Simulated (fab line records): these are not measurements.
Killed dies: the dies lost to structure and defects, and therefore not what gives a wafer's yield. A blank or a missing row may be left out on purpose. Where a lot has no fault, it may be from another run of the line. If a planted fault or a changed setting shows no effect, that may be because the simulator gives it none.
Which tool was responsible? | flow nand-harc | Sampling: 24 lots, 72 wafers, 4 of 1302 route steps

== WHAT EACH GAUGE READ, for each wafer ==
NHARC_A_STAIRCASE_INSPECT_155. Usual: 411 for raw-defect-count, sd 110.
lot  | measured     | on                | raw-defect-count | flag
L074 | day 18 22:46 | defect-inspect-01 | 316 581 376      |
L076 | day 19 12:26 | defect-inspect-01 | 626 353 393      |
L075 | day 19 12:34 | defect-inspect-01 | 382 403 484      |
L077 | day 20 06:17 | defect-inspect-01 | 515 401 615      |
L078 | day 20 18:10 | defect-inspect-02 | 348 347 269      |
L079 | day 20 16:55 | defect-inspect-01 | 407 429 450      |
L081 | day 22 04:46 | defect-inspect-01 | 380 461 402      |
L080 | day 22 15:37 | defect-inspect-02 | 551 322 348      |
L082 | day 22 23:50 | defect-inspect-02 | 483 455 411      |
L083 | day 22 23:31 | defect-inspect-01 | 418 664 363      |
L084 | day 23 12:53 | defect-inspect-01 | 300 241 288      |
L085 | day 23 12:41 | defect-inspect-01 | 321 571 431      |
L086 | day 24 00:56 | defect-inspect-01 | 316 309 417      |
L088 | day 24 23:35 | defect-inspect-02 | 398 350 299      |
L087 | day 25 09:38 | defect-inspect-01 | 258 390 277      |
L090 | day 25 08:41 | defect-inspect-01 | 324 556 434      |
L089 | day 25 17:32 | defect-inspect-01 | 484 586 455      |
L091 | day 26 05:17 | defect-inspect-01 | 259 267 269      |
L092 | day 26 04:53 | defect-inspect-01 | 435 328 393      |
L093 | day 26 21:34 | defect-inspect-02 | 540 689 506      |
L094 | day 27 12:20 | defect-inspect-02 | 416 401 400      |
L095 | day 27 11:15 | defect-inspect-02 | 532 618 600      |
L097 | day 28 07:47 | defect-inspect-01 | 252 246 341      |
L096 | day 28 07:46 | defect-inspect-02 | 505 431 406      |

== EACH LOT AND THE TOOL THAT RAN IT (in order: tool; ch and the chambers of the sampled wafers; start) ==
lot  | NHARC_A_STAIRCASE_DEP_417       | NHARC_A_STAIRCASE_DEP_151       | NHARC_A_STAIRCASE_STRIP_446
L074 | pecvd-04 ch 0,1,2, day 17 03:01 | pecvd-04 ch 1,2, day 17 13:58   | plasma-asher-01 ch 0,1, day 18 20:10
L076 | pecvd-03 ch 0,1,2, day 17 11:47 | pecvd-04 ch 0,1,2, day 18 02:21 | plasma-asher-01 ch 0,1, day 19 09:44
L075 | pecvd-02 ch 0,1,2, day 17 13:13 | pecvd-03 ch 1,2, day 18 02:32   | plasma-asher-02 ch 0,1, day 19 09:52
L077 | pecvd-04 ch 0,1, day 18 08:55   | pecvd-02 ch 0,1,2, day 18 20:44 | plasma-asher-01 ch 0,1, day 20 03:43
L078 | pecvd-03 ch 0,1, day 18 23:06   | pecvd-03 ch 1,2, day 19 09:51   | plasma-asher-01 ch 0,1, day 20 14:33
L079 | pecvd-04 ch 0,1,2, day 19 00:24 | pecvd-02 ch 1,2, day 19 10:02   | plasma-asher-02 ch 0,1, day 20 14:20
L081 | pecvd-02 ch 1,2, day 20 03:53   | pecvd-03 ch 1,2, day 20 14:46   | plasma-asher-02 ch 0,1, day 22 02:10
L080 | pecvd-03 ch 0,1,2, day 20 12:05 | pecvd-02 ch 0,1,2, day 20 23:04 | plasma-asher-01 ch 0,1, day 22 13:01
L082 | pecvd-03 ch 1,2, day 20 22:27   | pecvd-04 ch 0,2, day 21 10:53   | plasma-asher-02 ch 0,1, day 22 21:07
L083 | pecvd-02 ch 1,2, day 21 00:09   | pecvd-04 ch 0,1, day 21 16:01   | plasma-asher-02 ch 0,1, day 22 20:52
L084 | pecvd-04 ch 0,1,2, day 21 13:24 | pecvd-04 ch 0,2, day 22 00:37   | plasma-asher-01 ch 0,1, day 23 10:18
L085 | pecvd-04 ch 0,1,2, day 21 14:41 | pecvd-03 ch 0,1,2, day 22 00:37 | plasma-asher-01 ch 0,1, day 23 10:01
L086 | pecvd-04 ch 0,2, day 22 03:13   | pecvd-04 ch 0,1,2, day 22 14:38 | plasma-asher-02 ch 0,1, day 23 22:25
L088 | pecvd-02 ch 1,2, day 22 23:49   | pecvd-02 ch 0,2, day 23 10:40   | plasma-asher-01 ch 0,1, day 24 20:54
L087 | pecvd-02 ch 0,1, day 23 13:41   | pecvd-04 ch 0,1,2, day 24 01:46 | plasma-asher-01 ch 0,1, day 25 07:07
L090 | pecvd-04 ch 0,2, day 23 18:18   | pecvd-04 ch 0,2, day 24 05:15   | plasma-asher-01 ch 0,1, day 25 06:08
L089 | pecvd-02 ch 1,2, day 23 20:59   | pecvd-02 ch 0,1, day 24 05:24   | plasma-asher-02 ch 0,1, day 25 14:52
L091 | pecvd-02 ch 0,1,2, day 24 07:33 | pecvd-02 ch 0,2, day 24 18:31   | plasma-asher-02 ch 0,1, day 26 02:35
L092 | pecvd-03 ch 0,1, day 24 10:56   | pecvd-02 ch 0,1, day 24 21:50   | plasma-asher-01 ch 0,1, day 26 01:46
L093 | pecvd-03 ch 0,2, day 24 21:48   | pecvd-02 ch 0,1,2, day 25 10:50 | plasma-asher-01 ch 0,1, day 26 19:00
L094 | pecvd-04 ch 0,1, day 25 14:41   | pecvd-02 ch 1,2, day 26 03:31   | plasma-asher-01 ch 0,1, day 27 09:50
L095 | pecvd-03 ch 0,1, day 25 16:32   | pecvd-04 ch 0,1,2, day 26 03:40 | plasma-asher-01 ch 0,1, day 27 08:40
L097 | pecvd-03 ch 0,1,2, day 26 11:07 | pecvd-03 ch 0,2, day 26 22:05   | plasma-asher-01 ch 0,1, day 28 05:06
L096 | pecvd-04 ch 1,2, day 26 13:22   | pecvd-02 ch 0,1, day 26 22:05   | plasma-asher-02 ch 0,1, day 28 05:14
- NHARC_A_STAIRCASE_DEP_417: deposits Si3N4, target thk 60 nm.
- NHARC_A_STAIRCASE_DEP_151: deposits SiO2, target thk 7200 nm.
- NHARC_A_STAIRCASE_STRIP_446: strips in O2.

== WHAT THE TOOLS THEMSELVES READ (means of the sampled wafers that have a number; where no wafer has one, the mark that the record gives instead) ==
NHARC_A_STAIRCASE_DEP_417. Usual: 683 W for heater-power-w, sd 81.
lot  | tool     | heater-power-w (W) | flag
L074 | pecvd-04 | 705                |
L076 | pecvd-03 | 636                |
L075 | pecvd-02 | 672                |
L077 | pecvd-04 | 728                |
L078 | pecvd-03 | 742                |
L079 | pecvd-04 | 759                |
L081 | pecvd-02 | 699                |
L080 | pecvd-03 | 664                |
L082 | pecvd-03 | 603                |
L083 | pecvd-02 | 712                |
L084 | pecvd-04 | 664                |
L085 | pecvd-04 | 706                |
L086 | pecvd-04 | 732                |
L088 | pecvd-02 | 717                |
L087 | pecvd-02 | 630                |
L090 | pecvd-04 | 756                |
L089 | pecvd-02 | 702                |
L091 | pecvd-02 | 618                |
L092 | pecvd-03 | 755                |
L093 | pecvd-03 | 600                |
L094 | pecvd-04 | 655                |
L095 | pecvd-03 | 722                |
L097 | pecvd-03 | 658                |
L096 | pecvd-04 | 798                |

NHARC_A_STAIRCASE_DEP_151. Usual: 630 W for heater-power-w, sd 89.
lot  | tool     | heater-power-w (W) | flag
L074 | pecvd-04 | 681                |
L076 | pecvd-04 | 710                |
L075 | pecvd-03 | 618                |
L077 | pecvd-02 | 641                |
L078 | pecvd-03 | 558                |
L079 | pecvd-02 | 641                |
L081 | pecvd-03 | 644                |
L080 | pecvd-02 | 683                |
L082 | pecvd-04 | 627                |
L083 | pecvd-04 | 629                |
L084 | pecvd-04 | 685                |
L085 | pecvd-03 | 649                |
L086 | pecvd-04 | 603                |
L088 | pecvd-02 | 592                |
L087 | pecvd-04 | 645                |
L090 | pecvd-04 | 651                |
L089 | pecvd-02 | 523                |
L091 | pecvd-02 | 538                |
L092 | pecvd-02 | 602                |
L093 | pecvd-02 | 593                |
L094 | pecvd-02 | 633                |
L095 | pecvd-04 | 667                |
L097 | pecvd-03 | 578                |
L096 | pecvd-02 | 575                |

NHARC_A_STAIRCASE_STRIP_446. Usual: drypump-motor-current-A 5.7 A, standard deviation 0.44; heater-power-w 305 W, standard deviation 33.
lot  | tool            | drypump-motor-current-A (A) | heater-power-w (W) | flag
L074 | plasma-asher-01 | 5.7                         | 286                |
L076 | plasma-asher-01 | 6.0                         | 283                |
L075 | plasma-asher-02 | 5.5                         | 350                |
L077 | plasma-asher-01 | 5.9                         | 280                |
L078 | plasma-asher-01 | 5.9                         | 280                |
L079 | plasma-asher-02 | 5.2                         | 348                |
L081 | plasma-asher-02 | 5.5                         | 341                |
L080 | plasma-asher-01 | 5.7                         | 276                |
L082 | plasma-asher-02 | 5.2                         | 352                |
L083 | plasma-asher-02 | 5.5                         | 345                |
L084 | plasma-asher-01 | 5.7                         | 280                |
L085 | plasma-asher-01 | 5.9                         | 278                |
L086 | plasma-asher-02 | 5.5                         | 344                |
L088 | plasma-asher-01 | 5.7                         | 280                |
L087 | plasma-asher-01 | 5.9                         | 275                |
L090 | plasma-asher-01 | 5.7                         | 282                |
L089 | plasma-asher-02 | 5.2                         | 346                |
L091 | plasma-asher-02 | 5.2                         | 352                |
L092 | plasma-asher-01 | 5.7                         | 282                |
L093 | plasma-asher-01 | 6.0                         | 276                |
L094 | plasma-asher-01 | 5.7                         | 279                |
L095 | plasma-asher-01 | 5.9                         | 278                |
L097 | plasma-asher-01 | 5.7                         | 280                |
L096 | plasma-asher-02 | 5.2                         | 345                |

== THE ANSWER, worked out from the rows above alone ==
Rule: take the mean of a lot's wafers that have a number; if it is more than 3 standard deviations from the usual mean, the lot is off. A lot without any number at a reading at which 4 lots or more have one is off too. Where the step has rows for the other lots, those lots are counted as sound. First the gauges in route order, then the tools' own readings, where a lot's mean is used as printed above. At the first step where some lot is off, the reading lying furthest off is the one used; lots without a number count as furthest.
No lot is off at any reading shown: from this, nothing can be told.

== WHAT THE SIMULATOR HAD PUT IN ==
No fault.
